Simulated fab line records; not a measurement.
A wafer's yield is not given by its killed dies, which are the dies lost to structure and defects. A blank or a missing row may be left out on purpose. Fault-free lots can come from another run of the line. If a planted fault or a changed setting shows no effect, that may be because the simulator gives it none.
Matching of chambers	flow n5 finfet	N5_FIN_SAQP_MANDREL2_REMOVE_60 on rie si-04 has 4 sister chambers
The step chemistry HBr/Cl2/O2, target a-Si, stops on SiNx, bt time 10 s. 4 wafers are shown with their chamber, then 7 later ones without.

== WAFERS WITH THEIR CHAMBER ==
wafer	chamber	drypump motor current A (A)
L078.5	2	6.1
L080.6	0	6.4
L083.1	1	5.1
L083.3	3	5.9

== WAFERS WITH NO CHAMBER GIVEN ==
wafer	drypump motor current A (A)
L083.5	5.8
L084.3	5.8
L084.4	6.2
L084.5	6.4
L085.1	5.9
L085.4	6.4
L085.5	6.4

== EACH ONE'S CHAMBER ==
wafer	from the rows above	in truth
L083.5	3	3
L084.3	3	3
L084.4	can't be placed: 2 or 0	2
L084.5	0	0
L085.1	3	3
L085.4	0	0
L085.5	0	0
Correctly placed: 6 of 7. Can't be placed from these rows: 1 (the true chamber is among the candidates in 1). 0 placed wrongly.
How it was worked out, from the rows above alone: a wafer's distance from a chamber is the root of the sum, over the readings, of the square of ((its reading less the chamber's mean) divided by the reading's scatter). The wafer belongs to the nearest chamber; if the next one is less than 2 further off, it can't be placed. A chamber's mean is the mean of its shown wafers. The scatter: with one shown wafer a chamber, the root of the mean of the squares of how far each hidden wafer lies from its nearest shown one.
